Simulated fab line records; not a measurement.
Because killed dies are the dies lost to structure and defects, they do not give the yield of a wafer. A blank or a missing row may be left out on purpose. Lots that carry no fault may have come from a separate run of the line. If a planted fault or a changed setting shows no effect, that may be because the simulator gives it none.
Split-lot trial || flow n5 finfet || 39 wafers read across 7 lots, on a route 1938 steps long

## ON THE SPLIT
At N5_STI_FIN_REVEAL_ETCHBACK_08 (etches SiO2 in C4F6/O2, target depth 30.5 nm, time 10.167 s), the setting target depth a was moved away from the recipe's 305 angstrom on 12 of the 39 wafers read, by -50.1% to +54.9%. The other wafers ran this setting at the recipe's value.

## FROM THE SPLIT TO THE READING: what the file shows between them, 3 steps
- N5_STI_FIN_REVEAL_STRIP_24: strips in N2/H2, time 90 s
- N5_STI_FIN_REVEAL_PRECLEAN_25: cleans in SPM, time 90 s
- N5_STI_FIN_REVEAL_SRD_23: time 30 s

## THE READING
trench depth nm, in nm, at N5_STI_FIN_REVEAL_FIN_H_MEAS_10. On this fab line, fault-free wafers typically give 52.0 nm with a standard deviation of 0.64 nm.

{"wafer": "L074.1", "tool, chamber at the split": "rie diel-01, 2,1,1", "target depth a as run, angstrom": 472.5, "against the recipe": "+54.9%", "trench depth nm, nm": 68.6, "against lot-mates on the recipe": "+17.4"}
{"wafer": "L074.2", "tool, chamber at the split": "rie diel-01, 2,1,1", "target depth a as run, angstrom": 472.5, "against the recipe": "+54.9%", "trench depth nm, nm": 69.3, "against lot-mates on the recipe": "+18.1"}
{"wafer": "L074.3", "tool, chamber at the split": "rie diel-01, 0,2,0", "target depth a as run, angstrom": 305, "against the recipe": "recipe", "trench depth nm, nm": 51.3, "against lot-mates on the recipe": "-"}
{"wafer": "L074.4", "tool, chamber at the split": "rie diel-01, 0,2,0", "target depth a as run, angstrom": 305, "against the recipe": "recipe", "trench depth nm, nm": 51.5, "against lot-mates on the recipe": "-"}
{"wafer": "L074.5", "tool, chamber at the split": "rie diel-01, 0,2,0", "target depth a as run, angstrom": 305, "against the recipe": "recipe", "trench depth nm, nm": 50.7, "against lot-mates on the recipe": "-"}
{"wafer": "L074.6", "tool, chamber at the split": "rie diel-01, 2,1,1", "target depth a as run, angstrom": 472.5, "against the recipe": "+54.9%", "trench depth nm, nm": 69.2, "against lot-mates on the recipe": "+18.0"}
{"wafer": "L076.1", "tool, chamber at the split": "rie diel-03, 2,1,2", "target depth a as run, angstrom": 305, "against the recipe": "recipe", "trench depth nm, nm": 51.2, "against lot-mates on the recipe": "-"}
{"wafer": "L076.2", "tool, chamber at the split": "rie diel-03, 0,3,1", "target depth a as run, angstrom": 408.4, "against the recipe": "+33.9%", "trench depth nm, nm": 62.6, "against lot-mates on the recipe": "+11.1"}
{"wafer": "L076.3", "tool, chamber at the split": "rie diel-03, 0,3,1", "target depth a as run, angstrom": 408.4, "against the recipe": "+33.9%", "trench depth nm, nm": 62.7, "against lot-mates on the recipe": "+11.2"}
{"wafer": "L076.4", "tool, chamber at the split": "rie diel-03, 0,3,1", "target depth a as run, angstrom": 408.4, "against the recipe": "+33.9%", "trench depth nm, nm": 62.3, "against lot-mates on the recipe": "+10.8"}
{"wafer": "L076.5", "tool, chamber at the split": "rie diel-03, 2,1,2", "target depth a as run, angstrom": 305, "against the recipe": "recipe", "trench depth nm, nm": 52.3, "against lot-mates on the recipe": "-"}
{"wafer": "L076.6", "tool, chamber at the split": "rie diel-03, 2,1,2", "target depth a as run, angstrom": 305, "against the recipe": "recipe", "trench depth nm, nm": 51.1, "against lot-mates on the recipe": "-"}
{"wafer": "L077.1", "tool, chamber at the split": "rie diel-04, 1,0,1", "target depth a as run, angstrom": 305, "against the recipe": "recipe", "trench depth nm, nm": 52.7, "against lot-mates on the recipe": "-"}
{"wafer": "L077.2", "tool, chamber at the split": "rie diel-04, 0,3,2", "target depth a as run, angstrom": 152.3, "against the recipe": "-50.1%", "trench depth nm, nm": 37.2, "against lot-mates on the recipe": -15.2}
{"wafer": "L077.3", "tool, chamber at the split": "rie diel-04, 0,3,2", "target depth a as run, angstrom": 152.3, "against the recipe": "-50.1%", "trench depth nm, nm": 36.6, "against lot-mates on the recipe": -15.8}
{"wafer": "L077.4", "tool, chamber at the split": "rie diel-04, 0,3,2", "target depth a as run, angstrom": 152.3, "against the recipe": "-50.1%", "trench depth nm, nm": 37.2, "against lot-mates on the recipe": -15.2}
{"wafer": "L077.5", "tool, chamber at the split": "rie diel-04, 1,0,1", "target depth a as run, angstrom": 305, "against the recipe": "recipe", "trench depth nm, nm": 51.7, "against lot-mates on the recipe": "-"}
{"wafer": "L077.6", "tool, chamber at the split": "rie diel-04, 1,0,1", "target depth a as run, angstrom": 305, "against the recipe": "recipe", "trench depth nm, nm": 52.8, "against lot-mates on the recipe": "-"}
{"wafer": "L078.1", "tool, chamber at the split": "rie diel-03, 2,0,3,1,1,0", "target depth a as run, angstrom": 305, "against the recipe": "recipe", "trench depth nm, nm": 51.5, "against lot-mates on the recipe": "-"}
{"wafer": "L078.2", "tool, chamber at the split": "rie diel-03, 2,0,3,1,1,0", "target depth a as run, angstrom": 305, "against the recipe": "recipe", "trench depth nm, nm": 52.1, "against lot-mates on the recipe": "-"}
{"wafer": "L078.3", "tool, chamber at the split": "rie diel-03, 2,0,3,1,1,0", "target depth a as run, angstrom": 305, "against the recipe": "recipe", "trench depth nm, nm": 52.0, "against lot-mates on the recipe": "-"}
{"wafer": "L078.4", "tool, chamber at the split": "rie diel-03, 2,0,3,1,1,0", "target depth a as run, angstrom": 305, "against the recipe": "recipe", "trench depth nm, nm": 52.3, "against lot-mates on the recipe": "-"}
{"wafer": "L078.5", "tool, chamber at the split": "rie diel-03, 2,0,3,1,1,0", "target depth a as run, angstrom": 305, "against the recipe": "recipe", "trench depth nm, nm": 52.1, "against lot-mates on the recipe": "-"}
{"wafer": "L078.6", "tool, chamber at the split": "rie diel-03, 2,0,3,1,1,0", "target depth a as run, angstrom": 305, "against the recipe": "recipe", "trench depth nm, nm": 51.8, "against lot-mates on the recipe": "-"}
{"wafer": "L086.1", "tool, chamber at the split": "rie diel-03, 0,1,0", "target depth a as run, angstrom": 305, "against the recipe": "recipe", "trench depth nm, nm": 51.2, "against lot-mates on the recipe": "-"}
{"wafer": "L086.4", "tool, chamber at the split": "rie diel-03, 0,1,0", "target depth a as run, angstrom": 305, "against the recipe": "recipe", "trench depth nm, nm": 51.5, "against lot-mates on the recipe": "-"}
{"wafer": "L086.6", "tool, chamber at the split": "rie diel-03, 0,1,0", "target depth a as run, angstrom": 305, "against the recipe": "recipe", "trench depth nm, nm": 51.5, "against lot-mates on the recipe": "-"}
{"wafer": "L092.1", "tool, chamber at the split": "rie diel-04, 0,1,3,2,3,0", "target depth a as run, angstrom": 305, "against the recipe": "recipe", "trench depth nm, nm": 50.8, "against lot-mates on the recipe": "-"}
{"wafer": "L092.2", "tool, chamber at the split": "rie diel-04, 0,1,3,2,3,0", "target depth a as run, angstrom": 305, "against the recipe": "recipe", "trench depth nm, nm": 51.1, "against lot-mates on the recipe": "-"}
{"wafer": "L092.3", "tool, chamber at the split": "rie diel-04, 0,1,3,2,3,0", "target depth a as run, angstrom": 305, "against the recipe": "recipe", "trench depth nm, nm": 50.3, "against lot-mates on the recipe": "-"}
{"wafer": "L092.4", "tool, chamber at the split": "rie diel-04, 0,1,3,2,3,0", "target depth a as run, angstrom": 305, "against the recipe": "recipe", "trench depth nm, nm": 50.6, "against lot-mates on the recipe": "-"}
{"wafer": "L092.5", "tool, chamber at the split": "rie diel-04, 0,1,3,2,3,0", "target depth a as run, angstrom": 305, "against the recipe": "recipe", "trench depth nm, nm": 50.8, "against lot-mates on the recipe": "-"}
{"wafer": "L092.6", "tool, chamber at the split": "rie diel-04, 0,1,3,2,3,0", "target depth a as run, angstrom": 305, "against the recipe": "recipe", "trench depth nm, nm": 50.6, "against lot-mates on the recipe": "-"}
{"wafer": "L097.1", "tool, chamber at the split": "rie diel-01, 0,2,0", "target depth a as run, angstrom": 305, "against the recipe": "recipe", "trench depth nm, nm": 52.6, "against lot-mates on the recipe": "-"}
{"wafer": "L097.2", "tool, chamber at the split": "rie diel-01, 1,3,1", "target depth a as run, angstrom": 372.7, "against the recipe": "+22.2%", "trench depth nm, nm": 59.0, "against lot-mates on the recipe": "+6.5"}
{"wafer": "L097.3", "tool, chamber at the split": "rie diel-01, 1,3,1", "target depth a as run, angstrom": 372.7, "against the recipe": "+22.2%", "trench depth nm, nm": 59.0, "against lot-mates on the recipe": "+6.5"}
{"wafer": "L097.4", "tool, chamber at the split": "rie diel-01, 0,2,0", "target depth a as run, angstrom": 305, "against the recipe": "recipe", "trench depth nm, nm": 52.3, "against lot-mates on the recipe": "-"}
{"wafer": "L097.5", "tool, chamber at the split": "rie diel-01, 1,3,1", "target depth a as run, angstrom": 372.7, "against the recipe": "+22.2%", "trench depth nm, nm": 59.4, "against lot-mates on the recipe": "+6.9"}
{"wafer": "L097.6", "tool, chamber at the split": "rie diel-01, 0,2,0", "target depth a as run, angstrom": 305, "against the recipe": "recipe", "trench depth nm, nm": 52.7, "against lot-mates on the recipe": "-"}
Rows listing several chambers each stand for several wafers; the file does not say which wafer went through which chamber.

THE FIT
A straight line over all 39 wafers: trench depth nm changes by +0.309 nm for each +1% of target depth a; r = +1.00; the points scatter about the line by 0.7 nm.
The same after taking each lot's own level away (the mean of its wafers on the recipe; 39 wafers): +0.317 nm for each +1%; r = +1.00; scatter 0.39 nm.
The reading moves by 17 nm for the largest change in target depth a, on that fit.
From 50.70 to 52.53 nm: that is the span of the lots' own levels, equal to 2.9 times the standard deviation above.
So the lot-to-lot level changes the slope little: the two slopes agree.
Check: with one of the wafers moved furthest among these (+54.9%) left out of the fit, the line predicts +17.4 nm for it against its lot-mates. It came out at +17.4 nm against them.

## THE OTHER SPLITS THESE WAFERS WENT THROUGH
Other splits were also applied to these wafers ahead of the reading. Each is held against what the fit with the lots' levels taken away leaves over:
{"other split on the same wafers": "N5_FIN_SAQP_ETCH_65 time s", "wafers away from the commonest value": 18, "r with trench depth nm (lot level and that fit taken away)": -0.23}

## FILE'S OWN FIT
trench depth nm changes by +0.317 nm for each +1% of target depth a, r = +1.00.
